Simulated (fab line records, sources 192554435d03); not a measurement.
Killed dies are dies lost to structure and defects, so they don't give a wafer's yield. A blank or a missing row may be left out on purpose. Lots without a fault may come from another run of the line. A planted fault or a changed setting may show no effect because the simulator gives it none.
Which tool did it? | flow n5_finfet | 10 lots, 30 wafers sampled, at 5 steps of a route of 1938

WHAT THE GAUGES READ, wafer by wafer
The record holds no reading of a measuring or inspecting step that can be judged against a usual standard deviation.

WHICH TOOL RAN EACH LOT (tool, then ch and the chambers of the sampled wafers, then the start)
lot  | N5_MIM_BOT_SPUTTER_00        | N5_MIM_TOP_ALD_01                           | N5_PASSIVATION_PECVD_01         | N5_PASSIVATION_VIA_ETCH_13         | N5_PASSIVATION_PROBE_49
L900 | pvd_sputter-01, day 11 10:37 | ald_hk-03 ch 1,2, day 11 15:58 or earlier   | pecvd-01 ch 0,2, day 11 15:58   | rie_diel-01 ch 0,2, day 11 17:01   | prober-01, day 11 23:01
L901 | pvd_sputter-03, day 11 13:35 | ald_hk-02 ch 1,2, day 11 16:59 or earlier   | pecvd-01 ch 0,1,2, day 11 16:59 | rie_diel-01 ch 2,3, day 11 17:53   | -
L902 | pvd_sputter-03, day 11 17:15 | ald_hk-02 ch 0,3, day 11 20:20 or earlier   | pecvd-03 ch 1,2, day 11 20:20   | rie_diel-01 ch 1,3, day 11 21:26   | -
L903 | pvd_sputter-02, day 12 11:07 | ald_hk-01 ch 1,2,3, day 12 14:44 or earlier | pecvd-04 ch 0,2, day 12 14:44   | rie_diel-01 ch 2,3, day 12 16:23   | -
L909 | pvd_sputter-02, day 14 07:32 | ald_hk-03 ch 0,2,3, day 14 11:59 or earlier | pecvd-04 ch 0,1,2, day 14 11:59 | rie_diel-01 ch 0,1,3, day 14 13:06 | prober-01, day 14 19:34
L911 | pvd_sputter-02, day 14 13:21 | ald_hk-03 ch 0,1,3, day 14 16:34 or earlier | pecvd-01 ch 1,2, day 14 16:34   | rie_diel-01 ch 1,2,3, day 14 17:10 | -
L914 | pvd_sputter-03, day 15 10:01 | ald_hk-01 ch 0,2,3, day 15 12:55 or earlier | pecvd-04 ch 0,2, day 15 12:55   | rie_diel-05 ch 0,1,3, day 15 14:13 | -
L916 | pvd_sputter-01, day 16 02:49 | ald_hk-02 ch 2,3, day 16 05:53 or earlier   | pecvd-01 ch 0,1, day 16 05:53   | rie_diel-05 ch 2,3, day 16 06:48   | prober-02, day 16 14:07
L922 | pvd_sputter-01, day 17 06:41 | ald_hk-02 ch 0,3, day 17 10:05 or earlier   | pecvd-03 ch 0,1, day 17 10:05   | rie_diel-01 ch 0,3, day 17 11:11   | -
L919 | pvd_sputter-01, day 17 07:19 | ald_hk-01 ch 1,2, day 17 11:07 or earlier   | pecvd-04 ch 0,1,2, day 17 11:07 | rie_diel-05 ch 0,3, day 17 11:55   | prober-01, day 17 18:35
- N5_MIM_BOT_SPUTTER_00: material TiN, target thk 35 nm, time 89.7 s.
- N5_MIM_TOP_ALD_01: deposits HfO2, target thk 5.6 nm, pulse time 1 s, purge time 3 s.
- N5_PASSIVATION_PECVD_01: deposits SiNx from SiH4/NH3/N2, target thk 200 nm, time 43.2 s.
- N5_PASSIVATION_VIA_ETCH_13: etches SiO2 in CHF3/O2, target depth 660 nm, time 330 s.
- N5_PASSIVATION_PROBE_49

WHAT THE TOOLS THEMSELVES READ (means of the sampled wafers that have a number; where no wafer has one, the mark that the record gives instead)
N5_MIM_BOT_SPUTTER_00. Usual: throttle_valve_pct 30.1 %, standard deviation 0.41.
lot  | tool           | throttle_valve_pct (%) | flag
L900 | pvd_sputter-01 | 29.7                   |
L901 | pvd_sputter-03 | 30.1                   |
L902 | pvd_sputter-03 | 30.1                   |
L903 | pvd_sputter-02 | 30.1                   |
L909 | pvd_sputter-02 | 30.1                   |
L911 | pvd_sputter-02 | 30.0                   |
L914 | pvd_sputter-03 | 30.2                   |
L916 | pvd_sputter-01 | 30.1                   |
L922 | pvd_sputter-01 | 30.3                   |
L919 | pvd_sputter-01 | 30.4                   |

N5_MIM_TOP_ALD_01. Usual: precursor_pulse_height_rel 0.998, standard deviation 0.02.
lot  | tool      | precursor_pulse_height_rel | flag
L900 | ald_hk-03 | 0.999                      |
L901 | ald_hk-02 | 1.002                      |
L902 | ald_hk-02 | 1.011                      |
L903 | ald_hk-01 | 1.002                      |
L909 | ald_hk-03 | 0.982                      |
L911 | ald_hk-03 | 1.004                      |
L914 | ald_hk-01 | 0.986                      |
L916 | ald_hk-02 | 0.989                      |
L922 | ald_hk-02 | 1.000                      |
L919 | ald_hk-01 | 0.999                      |

N5_PASSIVATION_PECVD_01. Usual: heater_power_w 457 W, standard deviation 93; showerhead_plenum_p_Torr 8.67 Torr, standard deviation 0.059; throttle_valve_pct 28.8 %, standard deviation 1.1.
lot  | tool     | heater_power_w (W) | showerhead_plenum_p_Torr (Torr) | throttle_valve_pct (%) | flag
L900 | pecvd-01 | 452                | 8.68                            | 28.2                   |
L901 | pecvd-01 | 477                | 8.67                            | 28.4                   |
L902 | pecvd-03 | 371                | 8.74                            | 28.9                   |
L903 | pecvd-04 | 599                | 8.69                            | 28.1                   |
L909 | pecvd-04 | 497                | 8.68                            | 28.6                   |
L911 | pecvd-01 | 479                | 8.65                            | 28.5                   |
L914 | pecvd-04 | 662                | 8.72                            | 28.5                   |
L916 | pecvd-01 | 434                | 8.65                            | 29.1                   |
L922 | pecvd-03 | 387                | 8.67                            | 29.4                   |
L919 | pecvd-04 | 536                | 8.66                            | 28.7                   |

N5_PASSIVATION_VIA_ETCH_13. Usual: CHF3_flow_sccm 50.01 sccm, standard deviation 0.14; O2_flow_sccm 5.000 sccm, standard deviation 0.014; bias_w 170.0 W, standard deviation 0.5; drypump_motor_current_A 5.7 A, standard deviation 0.4; etch_rf_on_time_s 235 s, standard deviation 4.2; oes_ar_750_au 0.80 a.u., standard deviation 0.075; oes_product_au 0.72 a.u., standard deviation 0.07; rf_vpp_V 522 V, standard deviation 5.2; showerhead_plenum_p_Torr 2.40 Torr, standard deviation 0.049; throttle_valve_pct 18.84 %, standard deviation 0.28.
lot  | tool        | CHF3_flow_sccm (sccm) | O2_flow_sccm (sccm) | bias_w (W) | drypump_motor_current_A (A) | etch_rf_on_time_s (s) | oes_ar_750_au (a.u.) | oes_product_au (a.u.) | rf_vpp_V (V) | showerhead_plenum_p_Torr (Torr) | throttle_valve_pct (%) | flag
L900 | rie_diel-01 | 50.02                 | 4.991               | 170.4      | 5.7                         | 230                   | 0.79                 | 0.71                  | 525          | 2.36                            | 18.68                  |
L901 | rie_diel-01 | 50.03                 | 4.987               | 170.4      | 5.5                         | 231                   | 0.86                 | 0.77                  | 527          | 2.38                            | 18.59                  |
L902 | rie_diel-01 | 50.10                 | 5.009               | 170.1      | 5.3                         | 232                   | 0.90                 | 0.81                  | 527          | 2.45                            | 18.70                  |
L903 | rie_diel-01 | 49.93                 | 5.006               | 169.8      | 5.3                         | 235                   | 0.88                 | 0.79                  | 525          | 2.42                            | 18.60                  |
L909 | rie_diel-01 | 50.03                 | 5.007               | 170.2      | 5.5                         | 204                   | 0.80                 | 0.82                  | 526          | 2.43                            | 18.85                  | OFF
L911 | rie_diel-01 | 50.02                 | 4.999               | 170.1      | 5.5                         | 170                   | 0.82                 | 0.94                  | 528          | 2.40                            | 18.75                  | OFF
L914 | rie_diel-05 | 50.07                 | 5.003               | 169.9      | 5.8                         | 236                   | 0.80                 | 0.73                  | 518          | 2.39                            | 19.17                  |
L916 | rie_diel-05 | 50.00                 | 5.012               | 169.8      | 5.1                         | 232                   | 0.79                 | 0.71                  | 514          | 2.43                            | 18.74                  |
L922 | rie_diel-01 | 50.07                 | 5.011               | 170.0      | 5.5                         | 235                   | 0.77                 | 0.68                  | 521          | 2.41                            | 18.89                  |
L919 | rie_diel-05 | 50.01                 | 4.997               | 170.1      | 5.5                         | 241                   | 0.78                 | 0.69                  | 518          | 2.37                            | 19.26                  |

N5_PASSIVATION_PROBE_49. Usual: defect_limited_yield 91.3 %, standard deviation 1.3; killed_at_M0_to_M3 33, standard deviation 8.9; killed_at_M4_up 15, standard deviation 5.4; killed_at_contacts 13, standard deviation 5.8; killed_at_front_end 39, standard deviation 9.9; killed_at_other 3.2, standard deviation 2.9; killed_dies 102, standard deviation 15; killed_open 68, standard deviation 12; killed_short 34, standard deviation 7.6; sort_bin_4_leakage 0.00 %, standard deviation 0.007; sort_bin_5_function 5.1 %, standard deviation 0.89; sort_bin_6_memory 3.2 %, standard deviation 0.63; sort_n_pass 1078, standard deviation 15; sort_yield_pct 91.3 %, standard deviation 1.3.
lot  | tool      | defect_limited_yield (%) | killed_at_M0_to_M3 | killed_at_M4_up | killed_at_contacts | killed_at_front_end | killed_at_other | killed_dies | killed_open | killed_short | sort_bin_4_leakage (%) | sort_bin_5_function (%) | sort_bin_6_memory (%) | sort_n_pass | sort_yield_pct (%) | flag
L900 | prober-01 | 91.9                     | 32                 | 16              | 11                 | 32                  | 5.0             | 96          | 65          | 31           | 0.00                   | 4.7                     | 3.1                   | 1084        | 91.9               |
L909 | prober-01 | 90.7                     | 32                 | 18              | 10                 | 48                  | 2.7             | 110         | 74          | 36           | 0.00                   | 5.4                     | 3.6                   | 1070        | 90.7               |
L916 | prober-02 | 91.4                     | 26                 | 14              | 16                 | 42                  | 4.3             | 102         | 69          | 31           | 0.00                   | 5.1                     | 3.3                   | 1078        | 91.4               |
L919 | prober-01 | 91.3                     | 28                 | 12              | 20                 | 40                  | 4.3             | 103         | 71          | 30           | 0.00                   | 5.2                     | 3.1                   | 1077        | 91.3               |

THE ANSWER, worked out from the rows above alone
Rule: a lot is off if the mean of its wafers that have a number lies more than 3 standard deviations from the usual mean. A lot without any number at a reading at which 4 lots or more have one is off too. The other lots that the step has rows for count as sound. The gauges are gone through in route order, then the tools' own readings, and for those a lot's mean is taken as printed above. The first step at which some lot is off is used, and at that step the reading that is off furthest; a lot without a number counts as furthest.
Off: L909, L911, at N5_PASSIVATION_VIA_ETCH_13 (etch_rf_on_time_s).
A tool fits if, at that step or a process step before it, it ran every lot that is off, and no sound lot after the first of them. N5_MIM_TOP_ALD_01 gives no start for some lots, so the hours and the order of its lots are those of N5_PASSIVATION_PECVD_01. Can't be told from this: 2 tools fit, pvd_sputter-02 at N5_MIM_BOT_SPUTTER_00, ald_hk-03 at N5_MIM_TOP_ALD_01.

WHAT THE SIMULATOR HAD PUT IN
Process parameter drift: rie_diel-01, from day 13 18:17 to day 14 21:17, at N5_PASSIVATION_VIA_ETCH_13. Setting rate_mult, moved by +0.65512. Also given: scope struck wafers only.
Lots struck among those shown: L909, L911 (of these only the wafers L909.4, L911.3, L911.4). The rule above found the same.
